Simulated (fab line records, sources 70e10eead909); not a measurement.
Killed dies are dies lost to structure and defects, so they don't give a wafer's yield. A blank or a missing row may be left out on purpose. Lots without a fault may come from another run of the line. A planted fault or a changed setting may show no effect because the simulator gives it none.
Which tool did it? | flow nand_harc | 12 lots, 36 wafers sampled, at 5 steps of a route of 1302

WHAT THE GAUGES READ, wafer by wafer
NHARC_END_SORT_01.
lot  | measured     | on        | killed_at_array | killed_at_other | killed_at_periphery | killed_dies | killed_open | killed_short
L524 | day 30 12:36 | prober-02 | 587 601 576     | 1 0 0           | 9 8 10              | 597 609 586 | 3 4 5       | 2 3 4
L525 | day 31 05:57 | prober-01 | 521 583 570     | 0 1 0           | 3 4 1               | 524 588 571 | 1 3 3       | 1 3 0

WHICH TOOL RAN EACH LOT (tool, then ch and the chambers of the sampled wafers, then the start)
lot  | NHARC_A_STAIRCASE_TRIM_26                     | NHARC_A_STAIRCASE_ETCH_188                    | NHARC_A_STAIRCASE_TRIM_189                    | NHARC_A_STAIRCASE_ETCH_199
L511 | rie_diel-05 ch 1,2,3, day 16 06:48 or earlier | rie_diel-05 ch 0,1,3, day 16 06:48 or earlier | rie_diel-05 ch 0,2,3, day 16 06:48 or earlier | rie_diel-05 ch 1,2,3, day 16 06:48
L513 | rie_diel-04 ch 0,1,3, day 16 18:44 or earlier | rie_diel-04 ch 1,2, day 16 18:44 or earlier   | rie_diel-04 ch 0,2,3, day 16 18:44 or earlier | rie_diel-04 ch 2,3, day 16 18:44
L512 | rie_diel-11 ch 1,2,3, day 16 19:04 or earlier | rie_diel-05 ch 2,3, day 16 19:04 or earlier   | rie_diel-05 ch 1,3, day 16 19:04 or earlier   | rie_diel-05 ch 1,2,3, day 16 19:04
L514 | rie_diel-11 ch 0,3, day 17 13:28 or earlier   | rie_diel-05 ch 1,3, day 17 13:28 or earlier   | rie_diel-05 ch 2,3, day 17 13:28 or earlier   | rie_diel-05 ch 2,3, day 17 13:28
L515 | rie_diel-05 ch 1,2,3, day 17 14:43 or earlier | rie_diel-05 ch 2,3, day 17 14:43 or earlier   | rie_diel-05 ch 1,2, day 17 14:43 or earlier   | rie_diel-04 ch 0,1,2, day 17 14:43
L517 | rie_diel-05 ch 0,1,3, day 18 23:29 or earlier | rie_diel-11 ch 1,2,3, day 18 23:29 or earlier | rie_diel-11 ch 0,3, day 18 23:29 or earlier   | rie_diel-11 ch 0,1, day 18 23:29
L524 | rie_diel-11 ch 0,1,2, day 21 16:52 or earlier | rie_diel-04 ch 0,1,3, day 21 16:52 or earlier | rie_diel-04 ch 0,1,3, day 21 16:52 or earlier | rie_diel-05 ch 2,3, day 21 16:52
L526 | rie_diel-11 ch 0,1,2, day 22 13:52 or earlier | rie_diel-11 ch 1,2, day 22 13:52 or earlier   | rie_diel-11 ch 0,1, day 22 13:52 or earlier   | rie_diel-11 ch 0,1,3, day 22 13:52
L525 | rie_diel-04 ch 2,3, day 22 17:34 or earlier   | rie_diel-05 ch 0,1,3, day 22 17:34 or earlier | rie_diel-05 ch 0,1,3, day 22 17:34 or earlier | rie_diel-05 ch 0,1, day 22 17:34
L530 | rie_diel-11 ch 0,1,2, day 24 01:10 or earlier | rie_diel-05 ch 0,1,2, day 24 01:10 or earlier | rie_diel-05 ch 0,1,3, day 24 01:10 or earlier | rie_diel-11 ch 1,2,3, day 24 01:10
L533 | rie_diel-04 ch 1,3, day 25 18:08 or earlier   | rie_diel-11 ch 0,3, day 25 18:08 or earlier   | rie_diel-11 ch 0,1,3, day 25 18:08 or earlier | rie_diel-05 ch 1,3, day 25 18:08
L532 | rie_diel-04 ch 0,2, day 25 21:57 or earlier   | rie_diel-04 ch 0,1,2, day 25 21:57 or earlier | rie_diel-04 ch 2,3, day 25 21:57 or earlier   | rie_diel-04 ch 2,3, day 25 21:57
- NHARC_A_STAIRCASE_TRIM_26: chemistry O2, time 211.2 s.
- NHARC_A_STAIRCASE_ETCH_188: etches the open film in C4F8/O2, target depth 100 nm, time 40.5 s.
- NHARC_A_STAIRCASE_TRIM_189: chemistry O2, time 211.2 s.
- NHARC_A_STAIRCASE_ETCH_199: etches the open film in C4F8/O2, target depth 100 nm, time 40.5 s.

WHAT THE TOOLS THEMSELVES READ (means of the sampled wafers that have a number; where no wafer has one, the mark that the record gives instead)
NHARC_A_STAIRCASE_TRIM_26.
lot  | tool        | drypump_motor_current_A (A) | mfc_ar_sccm (sccm) | oes_product_au (a.u.) | rf_vpp_V (V) | showerhead_plenum_p_Torr (Torr) | throttle_valve_pct (%)
L511 | rie_diel-05 | 6.0                         | 0.011              | 0.995                 | 57.6         | 3.37                            | 17.033
L513 | rie_diel-04 | 5.6                         | 0.013              | 1.001                 | 57.2         | 3.55                            | 17.040
L512 | rie_diel-11 | 5.8                         | 0.005              | 1.004                 | 57.3         | 3.41                            | 17.038
L514 | rie_diel-11 | 6.2                         | 0.004              | 1.012                 | 58.4         | 3.41                            | 17.043
L515 | rie_diel-05 | 6.0                         | 0.011              | 0.994                 | 57.1         | 3.36                            | 17.034
L517 | rie_diel-05 | 5.7                         | 0.017              | 1.004                 | 58.4         | 3.63                            | 17.029
L524 | rie_diel-11 | 6.0                         | 0.001              | 0.996                 | 58.2         | 3.46                            | 17.049
L526 | rie_diel-11 | 5.9                         | 0.001              | 1.001                 | 57.3         | 3.46                            | 17.035
L525 | rie_diel-04 | 5.9                         | 0.025              | 0.988                 | 57.4         | 3.51                            | 17.040
L530 | rie_diel-11 | 5.9                         | 0.001              | 1.000                 | 57.8         | 3.45                            | 17.036
L533 | rie_diel-04 | 5.7                         | 0.000              | 1.005                 | 58.2         | 3.64                            | 17.039
L532 | rie_diel-04 | 5.5                         | 0.038              | 1.011                 | 57.9         | 3.44                            | 17.036

NHARC_A_STAIRCASE_ETCH_188.
lot  | tool        | oes_product_au (a.u.) | rf_vpp_V (V) | run_length_s (s)
L511 | rie_diel-05 | 0.943                 | 893          | 61.8
L513 | rie_diel-04 | 0.934                 | 898          | 61.6
L512 | rie_diel-05 | 0.948                 | 889          | 61.7
L514 | rie_diel-05 | 0.938                 | 888          | 61.9
L515 | rie_diel-05 | 0.920                 | 887          | 61.6
L517 | rie_diel-11 | 0.955                 | 891          | 61.8
L524 | rie_diel-04 | 0.961                 | 896          | 61.9
L526 | rie_diel-11 | 0.917                 | 896          | 62.0
L525 | rie_diel-05 | 0.956                 | 899          | 61.8
L530 | rie_diel-05 | 0.949                 | 893          | 62.0
L533 | rie_diel-11 | 0.952                 | 897          | 62.1
L532 | rie_diel-04 | 0.947                 | 896          | 61.5

NHARC_A_STAIRCASE_TRIM_189.
lot  | tool        | drypump_motor_current_A (A) | mfc_ar_sccm (sccm) | oes_product_au (a.u.) | rf_vpp_V (V) | showerhead_plenum_p_Torr (Torr) | throttle_valve_pct (%)
L511 | rie_diel-05 | 5.6                         | 0.017              | 0.991                 | 57.3         | 3.44                            | 17.030
L513 | rie_diel-04 | 5.7                         | 0.026              | 0.994                 | 56.6         | 3.47                            | 17.038
L512 | rie_diel-05 | 6.1                         | 0.011              | 0.993                 | 57.8         | 3.38                            | 17.036
L514 | rie_diel-05 | 5.4                         | 0.022              | 0.998                 | 57.5         | 3.31                            | 17.034
L515 | rie_diel-05 | 6.5                         | 0.001              | 0.987                 | 56.5         | 3.38                            | 17.034
L517 | rie_diel-11 | 6.2                         | 0.004              | 1.009                 | 57.7         | 3.41                            | 17.035
L524 | rie_diel-04 | 5.6                         | 0.013              | 1.001                 | 58.0         | 3.52                            | 17.036
L526 | rie_diel-11 | 6.0                         | 0.001              | 0.989                 | 58.4         | 3.57                            | 17.040
L525 | rie_diel-05 | 5.7                         | 0.017              | 1.001                 | 57.7         | 3.61                            | 17.032
L530 | rie_diel-05 | 5.7                         | 0.017              | 1.003                 | 58.2         | 3.60                            | 17.036
L533 | rie_diel-11 | 6.0                         | 0.005              | 0.998                 | 57.8         | 3.61                            | 17.044
L532 | rie_diel-04 | 6.0                         | 0.012              | 1.011                 | 58.5         | 3.48                            | 17.045

NHARC_A_STAIRCASE_ETCH_199.
lot  | tool        | oes_product_au (a.u.) | rf_vpp_V (V) | run_length_s (s)
L511 | rie_diel-05 | 0.938                 | 890          | 61.6
L513 | rie_diel-04 | 0.932                 | 895          | 61.9
L512 | rie_diel-05 | 0.940                 | 889          | 62.0
L514 | rie_diel-05 | 0.927                 | 889          | 61.7
L515 | rie_diel-04 | 0.953                 | 896          | 61.6
L517 | rie_diel-11 | 0.948                 | 899          | 61.6
L524 | rie_diel-05 | 0.966                 | 895          | 51.1
L526 | rie_diel-11 | 0.937                 | 899          | 62.0
L525 | rie_diel-05 | 0.934                 | 897          | 50.6
L530 | rie_diel-11 | 0.957                 | 897          | 61.7
L533 | rie_diel-05 | 0.959                 | 900          | 62.2
L532 | rie_diel-04 | 0.952                 | 895          | 61.9

THE ANSWER, worked out from the rows above alone
Rule: what is usual is taken from the lots themselves. Put in order of their means at a reading, lots are off if they are a third of the lots or fewer, leave a main group of 4 or more, and stand apart from it by a gap of 3 or more times the standard deviation of the main group's means; of several such gaps the widest counts. A main group whose means are all the same, to the digits that the tables above print for the reading, isn't used. A lot without any number at a reading at which 4 lots or more have one is off too. The other lots that the step has rows for count as sound. The gauges are gone through in route order, then the tools' own readings, and for those a lot's mean is taken as printed above. The first step at which some lot is off is used, and at that step the reading that is off furthest; a lot without a number counts as furthest.
Off: L524, L525, at NHARC_A_STAIRCASE_ETCH_199 (run_length_s). The main group: mean 61.8 s, standard deviation 0.2.
A tool fits if, at that step or a process step before it, it ran every lot that is off, and no sound lot after the first of them. NHARC_A_STAIRCASE_TRIM_26 gives no start for some lots, so the hours and the order of its lots are those of NHARC_A_STAIRCASE_ETCH_199. NHARC_A_STAIRCASE_ETCH_188 gives no start for some lots, so the hours and the order of its lots are those of NHARC_A_STAIRCASE_ETCH_199. NHARC_A_STAIRCASE_TRIM_189 gives no start for some lots, so the hours and the order of its lots are those of NHARC_A_STAIRCASE_ETCH_199. None of those tried fits.

WHAT THE SIMULATOR HAD PUT IN
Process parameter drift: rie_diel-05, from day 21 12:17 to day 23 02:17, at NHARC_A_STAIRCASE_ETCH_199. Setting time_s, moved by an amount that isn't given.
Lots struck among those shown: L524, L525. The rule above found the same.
